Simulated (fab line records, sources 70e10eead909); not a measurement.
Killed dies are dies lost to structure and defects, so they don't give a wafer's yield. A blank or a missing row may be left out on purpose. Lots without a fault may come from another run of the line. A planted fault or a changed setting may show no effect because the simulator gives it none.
fab line records | flow nand_harc
record lots=6 wafers=18 last_day=32
route steps=1302 shown A_STAIRCASE@838 END@1302
lots that met no fault: from a run of the same line without faults
start_h: hours from the record's first day to the start of the lot's first wafer shown | wait_h: hours since the lot's step before | " the same as in the row above | L1.1+2: a row that stands for several wafers | - no value, or no start given | * or withheld: withheld | < > ~ a bound
route shown NAME@n: a module of which the file shows steps, and the number in the route of the first | usual: mean/standard deviation of fault-free wafers | same: alike in all rows | chamber/n: place in a boat | sites: the reading at each site | _std_site: their standard deviation | _edge_site: outer sites' mean less inner sites' | radius_mm: how far each site lies from the wafer's centre | mask NAME#n: copy n | behind: the tool/chamber that last shaped the wafer | hold: why the lot was held/for how many hours/how that ended | device: the transistor (n, p or np) that didn't switch | end of line: the same wafers' tests at the end of the route | a step without rows: its recipe alone | killed: dies lost to structure and defects at the first sort, not the wafer's yield | map: a wafer's dies, x killed, . not, _ none there
set.NAME: the setting as run; set.NAME@STEP: as run at that earlier step | model.NAME: the simulator's own value behind a step, which no gauge read
lots at some steps of the route; a table a step, a row a wafer
services: from which hour (start_h, from the record's first day; less than 0 if before it) a tool's chamber was out of use, for how many hours, and why
## steps
# step NHARC_A_STAIRCASE_PRECLEAN_318
# recipe time_s=* temp_c=50 bath_age_min=0 chemistry=SC1
# step NHARC_A_STAIRCASE_SRD_329
# step NHARC_A_STAIRCASE_ALD_415
# recipe target_thk_a=300 pulse_time_s=6 ald_cycles=300 temp_c=300 material=SiO2
# usual heater_power_w=471/62 precursor_pulse_height_rel=1.001/0.02
# same pulse_time_s=6
# columns lot.wafer tool chamber start_h wait_h heater_power_w precursor_pulse_height_rel since_wet_clean_h
L427.1 ald_hk-02 1 434.75 0.5 486 1.005 77
L427.6 " 3 " " 469 0.980 -
L427.5 " 0 " " 501 1.003 -
L434.3 ald_hk-01 3 502.58 0.1 397 1.006 16
L434.2 " 0 " " 384 1.034 16
L434.6 " 0 " " 385 0.996 -
L436.3 ald_hk-01 2 506.05 0.1 497 0.998 19
L436.2 " 3 " " 396 0.973 20
L436.4 " 1 " " 499 1.002 20
L435.2 ald_hk-01 3 508.97 0.5 396 0.995 22
L435.5 " 1 " " 505 1.020 -
L435.6 " 2 " " 496 0.997 -
L439.4 ald_hk-02 0 551.79 0.1 512 1.004 15
L439.3 " 1 " " 498 1.048 15
L439.1 " 3 " " 442 1.004 16
L444.1 ald_hk-03 3 602.17 0.5 560 1.008 23
L444.2 " 0 " " 576 0.972 23
L444.5 " 1 " " 396 0.982 -
# step NHARC_A_STAIRCASE_ETCHBACK_416
# recipe target_depth_a=360 time_s=7.2 c4f8_flow_sccm=withheld o2_flow_sccm=8 ar_flow_sccm=withheld rf_w=600 bias_w=800 chemistry=C4F8/O2/Ar
# step NHARC_A_STAIRCASE_STRIP_476
# recipe time_s=20 o2_flow_sccm=500 ar_flow_sccm=0 bias_w=0 chemistry=O2
# usual chamber_pressure_mTorr=60.00/0.054 drypump_motor_current_A=5.8/0.38 oes_product_au=1.000/0.012 rf_vpp_V=57.6/0.95 showerhead_plenum_p_Torr=3.47/0.11 throttle_valve_pct=17.036/0.0093
# columns lot.wafer tool chamber start_h wait_h chamber_pressure_mTorr drypump_motor_current_A oes_product_au rf_hours_counter_h rf_vpp_V showerhead_plenum_p_Torr throttle_valve_pct
L427.1 rie_diel-07 1 436.46 0.1 60.04 6.3 1.005 44 56.6 3.39 17.049
L427.6 " 2 " " 60.01 6.0 1.017 - 56.5 3.50 17.030
L427.5 " 3 " " 60.06 4.9 0.989 - 56.8 3.36 17.044
L434.2 rie_diel-08 2 504.76 0.1 60.16 5.9 1.001 40 57.7 3.60 17.062
L434.3 " 0 " " 59.98 5.8 1.003 43 56.7 3.27 17.035
L434.6 " 1 " " 60.02 5.5 1.018 - 58.4 3.39 17.032
L436.2 rie_diel-12 3 508.25 0.1 59.92 6.0 0.989 17 57.8 3.60 17.045
L436.3 " 0 " " 59.98 5.8 0.998 22 58.6 3.43 17.036
L436.4 " 1 " " 60.02 5.6 0.990 24 57.1 3.39 17.046
L435.2 rie_diel-12 2 510.67 0.1 59.91 5.9 1.002 17 55.3 3.60 17.040
L435.6 " 2 " " 60.01 5.9 1.005 - 59.4 3.60 17.039
L435.5 " 3 " " 60.09 6.0 1.001 - 58.4 3.60 17.021
L439.4 rie_diel-08 1 553.97 0.1 59.99 5.4 1.007 0 58.3 3.39 17.019
L439.1 " 2 " " 60.02 5.9 1.002 0 58.5 3.60 17.045
L439.3 " 3 " " 60.04 6.4 0.986 0 57.3 3.64 17.036
L444.2 rie_diel-12 3 604.43 0.2 60.00 6.0 0.985 49 57.6 3.58 17.040
L444.1 " 0 " " 60.05 5.8 1.001 55 57.0 3.41 17.021
L444.5 " 3 " " 59.96 6.0 0.988 - 57.7 3.58 17.052
# step NHARC_A_STAIRCASE_DEP_417
# recipe target_thk_a=600 step_coverage_pct=20 temp_c=400 target_thk_nm=60 flow_sccm=200 rf_w=450 material=Si3N4
# step NHARC_A_STAIRCASE_WET_418
# recipe temp_c=160 target_depth_a=200 chemistry=H3PO4
# step NHARC_A_STAIRCASE_PRECLEAN_419
# recipe time_s=* temp_c=50 bath_age_min=0 chemistry=SC1
# step NHARC_A_STAIRCASE_SRD_421
# step NHARC_A_STAIRCASE_ALD_420
# recipe target_thk_a=200 pulse_time_s=6 ald_cycles=200 temp_c=300 material=SiO2
# step NHARC_A_STAIRCASE_CVD_552
# recipe target_thk_a=400 temp_c=700 pressure_mtorr=300 material=SiNx
# step NHARC_A_STAIRCASE_DEP_151
# recipe target_thk_a=72000 temp_c=400 target_thk_nm=7200 teos_flow_sccm=200 rf_w=500 material=SiO2
# usual heater_power_w=703/100
# columns lot.wafer tool chamber start_h wait_h heater_power_w since_wet_clean_h
L427.1 pecvd-04 1 447.37 0.4 900 165
L427.5 " 2 " " 744 -
L427.6 " 0 " " 661 -
L434.2 pecvd-02 2 515.75 0.4 741 92
L434.3 " 0 " " 737 92
L434.6 " 1 " " 610 -
L436.2 pecvd-04 2 519.13 0.4 779 56
L436.3 " 0 " " 758 56
L436.4 " 0 " " 616 -
L435.2 pecvd-04 0 522.51 0.4 681 59
L435.6 " 1 " " 754 -
L435.5 " 2 " " 745 -
L439.1 pecvd-01 1 564.88 0.4 687 60
L439.3 " 2 " " 643 60
L439.4 " 2 " " 528 -
L444.1 pecvd-01 0 613.24 0.4 861 108
L444.2 " 2 " " 634 108
L444.5 " 0 " " 726 -
# step NHARC_A_STAIRCASE_ANNEAL_320
# recipe temp_c=750 time_s=1800
# step NHARC_A_STAIRCASE_DEP_322
# recipe target_thk_a=72000 temp_c=400 target_thk_nm=7200 teos_flow_sccm=200 rf_w=500 material=SiO2
# step NHARC_A_STAIRCASE_ANNEAL_323
# recipe temp_c=750 time_s=1800
# step NHARC_A_STAIRCASE_DEP_325
# recipe target_thk_a=72000 temp_c=400 target_thk_nm=7200 teos_flow_sccm=200 rf_w=500 material=SiO2
# usual heater_power_w=701/110
# columns lot.wafer tool chamber start_h wait_h heater_power_w since_wet_clean_h
L427.1 pecvd-01 1 465.08 0.2 676 141
L427.5 " 1 " " 598 -
L427.6 " 0 " " 719 -
L434.3 pecvd-02 2 534.90 0.1 737 111
L434.2 " 0 " " 918 111
L434.6 " 1 " " 609 -
L436.3 pecvd-04 1 534.92 0.1 837 72
L436.2 " 2 " " 831 72
L436.4 " 2 " " 711 -
L435.2 pecvd-04 2 541.49 0.1 759 78
L435.6 " 0 " " 614 -
L435.5 " 1 " " 740 -
L439.3 pecvd-02 0 582.06 0.2 868 159
L439.1 " 1 " " 623 159
L439.4 " 1 " " 602 -
L444.1 pecvd-01 0 630.75 0.1 836 126
L444.2 " 2 " " 606 126
L444.5 " 2 " " 534 -
# step NHARC_A_STAIRCASE_ANNEAL_326
# recipe temp_c=750 time_s=1800
# step NHARC_A_STAIRCASE_DEHYDRATE_433
# recipe temp_c=150 time_s=120
# step NHARC_A_STAIRCASE_HMDS_434
# recipe time_s=30
# step NHARC_A_STAIRCASE_COAT_435
# recipe spin_rpm=1200
# step NHARC_A_STAIRCASE_SOFTBAKE_436
# recipe temp_c=135 time_s=170
# step NHARC_A_STAIRCASE_EBR_437
# step NHARC_A_STAIRCASE_EXPOSE_438
# recipe na=0.5 dose_mj=28.97 mask_id=STAIR_REV
# step NHARC_A_STAIRCASE_PEB_439
# recipe peb_temp_c=115 peb_time_s=130
# step NHARC_A_STAIRCASE_DEVELOP_440
# recipe time_s=140
# step NHARC_A_STAIRCASE_HARDBAKE_442
# recipe temp_c=120 time_s=140
# step NHARC_A_STAIRCASE_DESCUM_443
# recipe time_s=3 o2_flow_sccm=200 ar_flow_sccm=0 bias_power_w=0 chemistry=O2
# step NHARC_A_STAIRCASE_ETCH_444
# recipe target_depth_a=2.04e+05 time_s=6800 c4f8_flow_sccm=20 o2_flow_sccm=10 ar_flow_sccm=withheld rf_w=600 bias_w=1000 chemistry=C4F8/O2
# usual chamber_pressure_mTorr=24.999/0.024 oes_product_au=0.934/0.018 rf_vpp_V=806/4.3
# columns lot.wafer tool chamber start_h wait_h chamber_pressure_mTorr oes_product_au rf_hours_counter_h rf_vpp_V
L427.1 rie_diel-08 3 473.53 0.1 25.004 0.928 32 812
L427.6 " 3 475.45 2.0 25.028 0.933 - 812
L427.5 " 0 " " 24.983 0.920 - 798
L434.3 rie_diel-07 3 545.76 0.1 24.998 0.898 19 801
L434.2 " 0 " " 25.012 0.916 16 804
L434.6 " 3 547.64 1.9 25.006 0.905 - 802
L436.3 rie_diel-12 2 546.73 0.8 24.983 0.934 31 809
L436.2 " 3 " " 25.005 0.916 31 809
L436.4 " 0 " " 24.998 0.926 - 804
L435.2 rie_diel-07 1 553.81 1.1 25.006 0.951 22 801
L435.5 " 3 " " 25.017 0.952 - 799
L435.6 " 0 " " 24.979 0.944 - 803
L439.1 rie_diel-07 0 592.20 0.1 25.000 0.937 36 804
L439.3 " 1 " " 24.974 0.940 32 801
L439.4 " 2 " " 25.032 0.926 34 804
L444.1 rie_diel-12 0 639.78 0.9 24.981 0.965 3 803
L444.2 " 1 " " 24.987 0.938 2 802
L444.5 " 0 641.67 2.7 24.995 0.962 - 804
# step NHARC_A_STAIRCASE_STRIP_446
# recipe power_w=1500 temp_c=250 chemistry=O2
# usual drypump_motor_current_A=5.9/0.47 heater_power_w=361/36
# columns lot.wafer tool chamber start_h wait_h drypump_motor_current_A heater_power_w rf_hours_counter_h
L427.1 plasma_asher-01 1 477.96 0.0 5.8 327 28
L427.6 " 1 " " 5.8 321 -
L427.5 " 0 " " 6.7 319 -
L434.2 plasma_asher-02 1 550.12 0.0 5.7 392 24
L434.3 " 0 " " 5.3 391 -
L434.6 " 0 " " 5.4 393 -
L436.2 plasma_asher-01 0 551.41 0.0 6.7 315 5
L436.4 " 0 " " 6.7 323 -
L436.3 " 1 " " 5.8 325 -
L435.2 plasma_asher-02 0 557.26 0.1 5.4 400 25
L435.5 " 1 " " 5.8 393 -
L435.6 " 0 " " 5.4 393 -
L439.1 plasma_asher-01 0 596.64 0.0 6.7 317 13
L439.3 " 0 " " 6.7 309 -
L439.4 " 1 " " 5.8 326 -
L444.1 plasma_asher-02 0 644.47 0.0 5.3 378 5
L444.2 " 1 " " 5.7 399 5
L444.5 " 1 " " 5.7 405 -
# step NHARC_A_STAIRCASE_STRIP_447
# recipe time_s=900 temp_c=130 chemistry=SPM
# step NHARC_A_STAIRCASE_PRECLEAN_448
# recipe time_s=* temp_c=50 bath_age_min=0 chemistry=SC1
# step NHARC_A_STAIRCASE_SRD_449
# step NHARC_A_STAIRCASE_CMP_450
# recipe target_thk_nm=200 material=SiO2
# step NHARC_A_STAIRCASE_CMP_152
# step NHARC_A_STAIRCASE_SRD_154
# step NHARC_END_SORT_01
# recipe temp_c=25
# usual killed_at_array=56/17 killed_at_other=1.2/1.4 killed_at_periphery=4/3.2 killed_dies=61/16 killed_open=3.6/2.1 killed_short=2.7/1.8
# same gross_dies=677
# columns lot.wafer tool chamber start_h wait_h killed_at_array killed_at_other killed_at_periphery killed_dies killed_open killed_short
L436.3 prober-02 0 685.69 3.0 670 4 2 676 5 2
L436.4 prober-02 0 686.47 3.3 670 1 4 675 4 2
L435.2 prober-02 0 707.38 2.9 666 1 10 677 7 6
L435.6 prober-02 0 710.59 4.0 56 0 3 59 5 3
# killed by level:class
L436.3 A_STAIRCASE:area_dep=623 A_CHANNEL_HOLE_D2:chamber_film_flake=16 A_CHANNEL_HOLE_D1:chamber_film_flake=10 A_STAIRCASE:chamber_film_flake=7 A_CONTACT:chamber_film_flake=7 THIN_TSV:chamber_film_flake=4 A_CHANNEL_FILL_D1:geometric_particle:open=2 P_CONTACT:geometric_particle:open=1
L436.4 A_STAIRCASE:area_dep=617 A_CHANNEL_HOLE_D2:chamber_film_flake=19 A_STAIRCASE:chamber_film_flake=11 A_CHANNEL_HOLE_D1:chamber_film_flake=10 A_SLIT:chamber_film_flake=4 A_CONTACT:chamber_film_flake=3 P_ZERO_WELL:chamber_film_flake=2 P_STI:chamber_film_flake=2
L435.2 A_STAIRCASE:area_dep=603 A_SLIT:chamber_film_flake=30 P_M2:chamber_film_flake=7 A_CHANNEL_HOLE_D1:chamber_film_flake=7 A_CONTACT:chamber_film_flake=5 A_ONON_D2:geometric_particle:open=3 A_CHANNEL_FILL_D2:geometric_particle:open=2 A_ZERO_WELL:chamber_film_flake=2
L435.6 A_SLIT:chamber_film_flake=28 A_CONTACT:chamber_film_flake=12 A_CHANNEL_HOLE_D1:chamber_film_flake=4 P_M0:geometric_particle:open=2 A_CHANNEL_FILL_D1:chamber_film_flake=2 P_CONTACT:geometric_particle:open=1 A_ONON_D2:geometric_particle:short=1 A_CHANNEL_FILL_D2:geometric_particle:short=1
# map L435.2 (x killed, . not)
____________x____________
_________xxxxxxx_________
_______xxxxxxxxxxx_______
______xxxxxxxxxxxxx______
_____xxxxxxxxxxxxxxx_____
____xxxxxxxxxxxxxxxxx____
____xxxxxxxxxxxxxxxxx____
___xxxxxxxxxxxxxxxxxxx___
___xxxxxxxxxxxxxxxxxxx___
__xxxxxxxxxxxxxxxxxxxxx__
__xxxxxxxxxxxxxxxxxxxxx__
_xxxxxxxxxxxxxxxxxxxxxxx_
_xxxxxxxxxxxxxxxxxxxxxxx_
_xxxxxxxxxxxxxxxxxxxxxxx_
_xxxxxxxxxxxxxxxxxxxxxxx_
_xxxxxxxxxxxxxxxxxxxxxxx_
xxxxxxxxxxxxxxxxxxxxxxxxx
xxxxxxxxxxxxxxxxxxxxxxxxx
xxxxxxxxxxxxxxxxxxxxxxxxx
xxxxxxxxxxxxxxxxxxxxxxxxx
xxxxxxxxxxxxxxxxxxxxxxxxx
_xxxxxxxxxxxxxxxxxxxxxxx_
_xxxxxxxxxxxxxxxxxxxxxxx_
_xxxxxxxxxxxxxxxxxxxxxxx_
_xxxxxxxxxxxxxxxxxxxxxxx_
_xxxxxxxxxxxxxxxxxxxxxxx_
__xxxxxxxxxxxxxxxxxxxxx__
__xxxxxxxxxxxxxxxxxxxxx__
___xxxxxxxxxxxxxxxxxxx___
___xxxxxxxxxxxxxxxxxxx___
____xxxxxxxxxxxxxxxxx____
____xxxxxxxxxxxxxxxxx____
_____xxxxxxxxxxxxxxx_____
______xxxxxxxxxxxxx______
_______xxxxxxxxxxx_______
_________xxxxxxx_________
____________x____________
# map L436.3 (x killed, . not)
____________x____________
_________xxxxxxx_________
_______xxxxxxxxxxx_______
______xxxxxxxxxxxxx______
_____xxxxxxxxxxxxxxx_____
____xxxxxxxxxxxxxxxxx____
____xxxxxxxxxxxxxxxxx____
___xxxxxxxxxxxxxxxxxxx___
___xxxxxxxxxxxxxxxxxxx___
__xxxxxxxxxxxxxxxxxxxxx__
__xxxxxxxxxxxxxxxxxxxxx__
_xxxxxxxxxxxxxxxxxxxxxxx_
_xxxxxxxxxxxxxxxxxxxxxxx_
_xxxxxxxxxxxxxxxxxxxxxxx_
_xxxxxxxxxxxxxxxxxxxxxxx_
_xxxxxxxxxxxxxxxxxxxxxxx_
xxxxxxxxxxxxxxxxxxxxxxxxx
xxxxxxxxxxxxxxxxxxxxxxxxx
xxxxxxxxxxxxxxxxxxxxxxxxx
xxxxxxxxxxxxxxxxxxxxxxxxx
xxxxxxxxxxx.xxxxxxxxxxxxx
_xxxxxxxxxxxxxxxxxxxxxxx_
_xxxxxxxxxxxxxxxxxxxxxxx_
_xxxxxxxxxxxxxxxxxxxxxxx_
_xxxxxxxxxxxxxxxxxxxxxxx_
_xxxxxxxxxxxxxxxxxxxxxxx_
__xxxxxxxxxxxxxxxxxxxxx__
__xxxxxxxxxxxxxxxxxxxxx__
___xxxxxxxxxxxxxxxxxxx___
___xxxxxxxxxxxxxxxxxxx___
____xxxxxxxxxxxxxxxxx____
____xxxxxxxxxxxxxxxxx____
_____xxxxxxxxxxxxxxx_____
______xxxxxxxxxxxxx______
_______xxxxxxxxxxx_______
_________xxxxxxx_________
____________x____________
## services
# columns tool chamber start_h hours kind
plasma_asher-01 - 413.87 0.7 repair
pecvd-04 1 419.09 3.8 repair
plasma_asher-02 - 426.41 9.0 pm
rie_diel-08 0 431.78 2.8 repair
rie_diel-07 2 437.81 9.2 repair
rie_diel-12 - 447.46 9.0 pm
pecvd-04 - 450.53 13.0 pm
plasma_asher-02 - 452.88 1.6 repair
rie_diel-07 - 471.34 9.0 pm
ald_hk-01 - 477.11 10.0 pm
rie_diel-08 0 481.63 3.7 repair
rie_diel-08 - 488.25 0.8 repair
pecvd-01 - 492.27 13.0 pm
pecvd-04 - 515.48 1.3 repair
rie_diel-12 1 544.04 2.3 repair
rie_diel-12 2 582.04 17.2 repair
pecvd-01 2 620.33 6.5 repair
pecvd-01 1 622.92 13.7 repair
pecvd-04 1 623.38 7.6 repair
rie_diel-12 - 624.46 9.0 pm
pecvd-04 - 631.59 13.0 pm
rie_diel-12 1 633.81 3.7 repair
pecvd-01 2 638.57 6.4 repair
rie_diel-07 - 642.46 0.2 repair
## key
first_sign step=NHARC_END_SORT_01 reading=killed_dies direction=up sigmas=37 usual=61 struck=676
effect step=NHARC_END_SORT_01 reading=killed_at_array direction=up sigmas=37 usual=56 struck=669
more_kills_born_at NHARC_A_STAIRCASE_DEP_151@pecvd-04=1843
met_at NHARC_A_STAIRCASE_DEP_151
struck_wafers L435.2,L436.3,L436.4
later_rows_left_out L435.2,L436.3,L436.4
tester_left_out L435,L436
onset_between 447.37 519.13
fault kind=process_parameter_drift tool=pecvd-04 chamber=0 onset_h=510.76 steps=NHARC_A_STAIRCASE_DEP_151 channel=target_thk_a offset=* shape=step end_h=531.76 acts_in=* stated=*
# tester_left_out: of these lots the tester's yield and bins aren't shown, on N5 and GAA mostly nor the transistor test; their killed dies are dies lost to structure and defects alone, not to doping, threshold or leakage, so they don't give the yield
# later_rows_left_out: the simulator's readings of these wafers behind a module that went badly wrong aren't trusted and aren't shown, but for the sort
